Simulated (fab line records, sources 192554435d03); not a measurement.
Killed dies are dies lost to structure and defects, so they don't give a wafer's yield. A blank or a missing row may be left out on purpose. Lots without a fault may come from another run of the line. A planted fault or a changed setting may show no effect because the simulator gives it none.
Which tool did it? | flow n5_finfet | 12 lots, 36 wafers sampled, at 1 step of a route of 1938

WHAT THE GAUGES READ, wafer by wafer
N5_BEOL_M7_INSPECT_58: inspects for defects (darkfield).
lot  | measured     | on                | raw_defect_count
L075 | day 9 08:27  | defect_inspect-02 | 63 27 78
L080 | day 10 22:53 | defect_inspect-01 | 52 65 71
L077 | day 10 23:57 | defect_inspect-01 | 70 48 92
L082 | day 11 00:35 | defect_inspect-02 | 75 105 101
L081 | day 11 10:15 | defect_inspect-02 | 42 41 59
L085 | day 12 10:28 | defect_inspect-01 | 40 43 31
L088 | day 12 22:24 | defect_inspect-02 | 57 74 103
L089 | day 13 17:14 | defect_inspect-01 | 87 103 122
L091 | day 14 00:43 | defect_inspect-02 | 104 138 161
L093 | day 14 05:53 | defect_inspect-02 | 53 66 101
L095 | day 14 22:56 | defect_inspect-02 | 57 99 104
L097 | day 15 10:00 | defect_inspect-02 | 68 78 77

WHICH TOOL RAN EACH LOT (tool, then ch and the chambers of the sampled wafers, then the start)
The record holds no process step before these readings.

THE ANSWER, worked out from the rows above alone
Rule: what is usual is taken from the lots themselves. Put in order of their means at a reading, lots are off if they are a third of the lots or fewer, leave a main group of 4 or more, and stand apart from it by a gap of 3 or more times the standard deviation of the main group's means; of several such gaps the widest counts. A main group whose means are all the same, to the digits that the tables above print for the reading, isn't used. A lot without any number at a reading at which 4 lots or more have one is off too. The other lots that the step has rows for count as sound.
No lot is off at any reading shown: from this, nothing can be told.

WHAT THE SIMULATOR HAD PUT IN
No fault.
